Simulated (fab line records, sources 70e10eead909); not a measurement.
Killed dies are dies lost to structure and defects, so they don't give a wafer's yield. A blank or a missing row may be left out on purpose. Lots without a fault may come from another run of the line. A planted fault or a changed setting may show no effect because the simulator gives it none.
fab line records | flow nand_harc | part 2 of 2: steps 29 to 45 of 45
record lots=5 wafers=15 last_day=33
route steps=1302 shown P_STI@76 P_GATE@110
lots that met no fault: from a run of the same line without faults
start_h: hours from the record's first day to the start of the lot's first wafer shown | wait_h: hours since the lot's step before | " the same as in the row above | L1.1+2: a row that stands for several wafers | - no value, or no start given | * or withheld: withheld | < > ~ a bound
route shown NAME@n: a module of which the file shows steps, and the number in the route of the first | usual: mean/standard deviation of fault-free wafers | same: alike in all rows | chamber/n: place in a boat | sites: the reading at each site | _std_site: their standard deviation | _edge_site: outer sites' mean less inner sites' | radius_mm: how far each site lies from the wafer's centre | mask NAME#n: copy n | behind: the tool/chamber that last shaped the wafer | hold: why the lot was held/for how many hours/how that ended | device: the transistor (n, p or np) that didn't switch | end of line: the same wafers' tests at the end of the route | a step without rows: its recipe alone | killed: dies lost to structure and defects at the first sort, not the wafer's yield | map: a wafer's dies, x killed, . not, _ none there
set.NAME: the setting as run; set.NAME@STEP: as run at that earlier step | model.NAME: the simulator's own value behind a step, which no gauge read
lots at some steps of the route; a table a step, a row a wafer
services: from which hour (start_h, from the record's first day; less than 0 if before it) a tool's chamber was out of use, for how many hours, and why
## steps
# step NHARC_P_STI_ETCH_37
# recipe target_depth_a=110 chemistry=dHF material=SiO2
# columns lot.wafer tool chamber start_h wait_h
L076.3+5+4 wet_bench-09 2,3,4 - -
L086.2+3+4 wet_bench-01 2,3,4 - -
L089.2+1+5 wet_bench-05 5,6,2 - -
L094.4+6+5 wet_bench-01 7,0,3 - -
L097.4+1+6 wet_bench-09 4,5,7 - -
# step NHARC_P_STI_PRECLEAN_38
# recipe time_s=* temp_c=50 bath_age_min=0 chemistry=SC1
# usual bath_guard_temp_C=49.9/0.55
# columns lot.wafer tool chamber start_h wait_h bath_guard_temp_C
L076.3 wet_bench-09 2 - - 50.6
L076.5 " 3 " " 49.6
L076.4 " 4 " " 49.9
L086.2 wet_bench-01 2 - - 50.7
L086.3 " 3 " " 50.2
L086.4 " 4 " " 50.6
L089.2 wet_bench-05 5 - - 49.6
L089.1 " 6 " " 49.8
L089.5 " 2 " " 48.8
L094.4 wet_bench-01 7 - - 51.0
L094.6 " 0 " " 50.1
L094.5 " 3 " " 50.6
L097.4 wet_bench-09 4 - - 49.7
L097.1 " 5 " " 49.6
L097.6 " 7 " " 50.4
# step NHARC_P_STI_SRD_39
# columns lot.wafer tool chamber start_h wait_h
L076.3+5+4 wet_bench-09 2,3,4 - -
L086.2+3+4 wet_bench-01 2,3,4 - -
L089.2+1+5 wet_bench-05 5,6,2 - -
L094.4+6+5 wet_bench-01 7,0,3 - -
L097.4+1+6 wet_bench-09 4,5,7 - -
# step NHARC_P_STI_OXIDE_40
# recipe target_thk_a=100 temp_c=900 ox_time_s=1362 material=SiO2
# usual zone_power_centre_pct=18.0/1.3 zone_power_lower_pct=18.6/1.8
# columns lot.wafer tool chamber start_h wait_h zone_power_centre_pct zone_power_lower_pct
L076.3 furnace-04 0 91.76 - 19.1 20.1
L076.4 " 0 " " 19.2 19.9
L076.5 " 0 " " 19.1 19.8
L086.2 furnace-04 0 192.47 - 19.7 19.9
L086.3 " 0 " " 19.2 20.0
L086.4 " 0 " " 19.4 20.1
L089.1 furnace-05 0 219.55 - 15.9 19.0
L089.2 " 0 " " 16.2 19.3
L089.5 " 0 " " 16.1 19.3
L094.4 furnace-04 0 265.64 - 19.2 19.8
L094.5 " 0 " " 19.3 19.8
L094.6 " 0 " " 19.1 20.1
L097.1 furnace-08 0 303.65 - 17.2 16.0
L097.4 " 0 " " 17.0 15.8
L097.6 " 0 " " 17.0 15.8
# step NHARC_P_STI_INSPECT_25
# usual raw_defect_count=223/78
# columns lot.wafer tool chamber start_h wait_h raw_defect_count
L076.3 defect_inspect-01 - 95.83 0.4 228
L076.4 " - " " 261
L076.5 " - " " 282
L086.2 defect_inspect-02 - 196.48 0.4 121
L086.3 " - " " 163
L086.4 " - " " 228
L089.1 defect_inspect-01 - 223.59 0.4 181
L089.2 " - " " 143
L089.5 " - " " 207
L094.4 defect_inspect-02 - 269.67 0.4 166
L094.5 " - " " 232
L094.6 " - " " 153
L097.1 defect_inspect-02 - 307.70 0.4 226
L097.4 " - " " 146
L097.6 " - " " 285
# step NHARC_P_GATE_ETCH_69
# recipe target_depth_a=140 chemistry=dHF material=SiO2
# columns lot.wafer tool chamber start_h wait_h
L076.4+3+5 wet_bench-03 3,4,0 95.88 0.0
L086.3+2+4 wet_bench-07 6,7,2 196.55 0.1
L089.1+5+2 wet_bench-03 5,6,1 223.64 0.1
L094.4+5+6 wet_bench-07 4,6,7 269.75 0.1
L097.1+6+4 wet_bench-02 2,5,6 307.77 0.1
# step NHARC_P_GATE_PRECLEAN_70
# recipe time_s=* temp_c=50 bath_age_min=0 chemistry=SC1
# usual bath_guard_temp_C=49.9/0.52
# columns lot.wafer tool chamber start_h wait_h bath_guard_temp_C
L076.4 wet_bench-03 3 95.98 0.1 49.4
L076.3 " 4 " " 50.1
L076.5 " 0 " " 49.5
L086.3 wet_bench-07 6 196.63 0.1 49.8
L086.2 " 7 " " 50.1
L086.4 " 2 " " 50.7
L089.1 wet_bench-03 5 223.74 0.1 49.8
L089.5 " 6 " " 49.8
L089.2 " 1 " " 50.2
L094.4 wet_bench-07 4 269.82 0.1 50.2
L094.5 " 6 " " 49.9
L094.6 " 7 " " 50.4
L097.1 wet_bench-02 2 307.85 0.1 50.5
L097.6 " 5 " " 50.3
L097.4 " 6 " " 49.6
# step NHARC_P_GATE_SRD_01
# columns lot.wafer tool chamber start_h wait_h
L076.4+3+5 wet_bench-03 3,4,0 - -
L086.3+2+4 wet_bench-07 6,7,2 - -
L089.1+5+2 wet_bench-03 5,6,1 - -
L094.4+5+6 wet_bench-07 4,6,7 - -
L097.1+6+4 wet_bench-02 2,5,6 - -
# step NHARC_P_GATE_OXIDE_02
# recipe target_thk_a=375 temp_c=950 p_h2o_torr=720 ox_time_s=365 material=SiO2
# usual zone_power_centre_pct=21.6/1.2 zone_power_lower_pct=21.1/0.73
# columns lot.wafer tool chamber start_h wait_h zone_power_centre_pct zone_power_lower_pct
L076.3 furnace-03 0 101.62 - 20.0 20.3
L076.4 " 0 " " 19.5 20.0
L076.5 " 0 " " 19.8 20.3
L086.2 furnace-01 0 200.21 - 20.7 20.5
L086.3 " 0 " " 20.9 20.3
L086.4 " 0 " " 20.7 21.0
L089.1 furnace-07 0 226.95 - 22.7 21.9
L089.2 " 0 " " 22.9 21.6
L089.5 " 0 " " 22.7 22.2
L094.4 furnace-01 0 273.41 - 21.1 20.7
L094.5 " 0 " " 20.9 20.8
L094.6 " 0 " " 20.9 20.8
L097.1 furnace-07 0 311.06 - 22.9 21.8
L097.4 " 0 " " 23.0 21.7
L097.6 " 0 " " 22.3 21.7
# step NHARC_P_GATE_DEHYDRATE_03
# recipe temp_c=150 time_s=120
# columns lot.wafer tool chamber start_h wait_h
L076.3+4+5 litho_track-05 0 106.18 0.4
L086.2+3+4 litho_track-02 0 204.73 0.4
L089.1+2+5 litho_track-05 0 231.48 0.4
L094.4+5+6 litho_track-07 0 277.91 0.4
L097.1+4+6 litho_track-05 0 315.64 0.4
# step NHARC_P_GATE_HMDS_04
# recipe time_s=30
# columns lot.wafer tool chamber start_h wait_h
L076.3+4+5 litho_track-05 0 - -
L086.2+3+4 litho_track-02 0 - -
L089.1+2+5 litho_track-05 0 - -
L094.4+5+6 litho_track-07 0 - -
L097.1+4+6 litho_track-05 0 - -
# step NHARC_P_GATE_COAT_05
# recipe spin_rpm=4690
# columns lot.wafer tool chamber start_h wait_h
L076.3+4+5 litho_track-05 0 - -
L086.2+3+4 litho_track-02 0 - -
L089.1+2+5 litho_track-05 0 - -
L094.4+5+6 litho_track-07 0 - -
L097.1+4+6 litho_track-05 0 - -
# step NHARC_P_GATE_SOFTBAKE_06
# recipe temp_c=122 time_s=95
# columns lot.wafer tool chamber start_h wait_h
L076.3+4+5 litho_track-05 0 - -
L086.2+3+4 litho_track-02 0 - -
L089.1+2+5 litho_track-05 0 - -
L094.4+5+6 litho_track-07 0 - -
L097.1+4+6 litho_track-05 0 - -
# step NHARC_P_GATE_EBR_07
# columns lot.wafer tool chamber start_h wait_h
L076.3+4+5 litho_track-05 0 - -
L086.2+3+4 litho_track-02 0 - -
L089.1+2+5 litho_track-05 0 - -
L094.4+5+6 litho_track-07 0 - -
L097.1+4+6 litho_track-05 0 - -
# step NHARC_P_GATE_EXPOSE_08
# recipe na=0.6 dose_mj=16.75 mask_id=P_HV
# same na=0.6
# columns lot.wafer tool chamber start_h wait_h mask
L076.3+4+5 krf_scanner-02 0 106.34 - P_HV#0
L086.2+3+4 krf_scanner-02 0 205.01 - P_HV#0
L089.1+2+5 krf_scanner-04 0 231.75 - P_HV#0
L094.4+5+6 krf_scanner-02 0 278.07 - P_HV#0
L097.1+4+6 krf_scanner-04 0 315.95 - P_HV#0
# step NHARC_P_GATE_PEB_09
# recipe peb_temp_c=118 peb_time_s=85
# columns lot.wafer tool chamber start_h wait_h
L076.3+4+5 litho_track-05 0 106.39 0.1
L086.2+3+4 litho_track-07 0 205.07 0.1
L089.1+2+5 litho_track-05 0 231.81 0.1
L094.4+5+6 litho_track-02 0 278.12 0.0
L097.1+4+6 litho_track-07 0 316.01 0.1
# step NHARC_P_GATE_DEVELOP_10
# recipe time_s=70
# columns lot.wafer tool chamber start_h wait_h
L076.3+4+5 litho_track-05 0 - -
L086.2+3+4 litho_track-07 0 - -
L089.1+2+5 litho_track-05 0 - -
L094.4+5+6 litho_track-02 0 - -
L097.1+4+6 litho_track-07 0 - -
## services
# columns tool chamber start_h hours kind
litho_track-02 - 52.00 7.0 pm
litho_track-07 - 76.00 7.0 pm
rie_diel-06 1 78.85 4.0 repair
rie_diel-08 0 84.61 2.9 repair
wet_bench-05 - 84.80 8.0 pm
litho_track-03 - 100.00 7.0 pm
wet_bench-01 - 101.60 8.0 pm
wet_bench-05 - 108.67 2.1 repair
litho_track-05 - 124.00 7.0 pm
rie_diel-06 - 130.23 9.0 pm
rie_diel-06 0 155.08 11.2 repair
wet_bench-07 - 160.00 8.0 pm
wet_bench-09 - 169.64 1.9 repair
wet_bench-09 - 176.80 8.0 pm
rie_diel-08 0 187.36 3.4 repair
rie_diel-08 - 190.80 9.0 pm
wet_bench-01 - 202.74 0.8 repair
rie_diel-08 3 208.10 12.4 repair
wet_bench-03 - 210.48 8.0 pm
litho_track-02 - 227.00 7.0 pm
litho_track-07 - 251.00 7.0 pm
litho_track-03 - 275.00 7.0 pm
wet_bench-01 - 277.60 8.0 pm
litho_track-05 - 299.00 7.0 pm
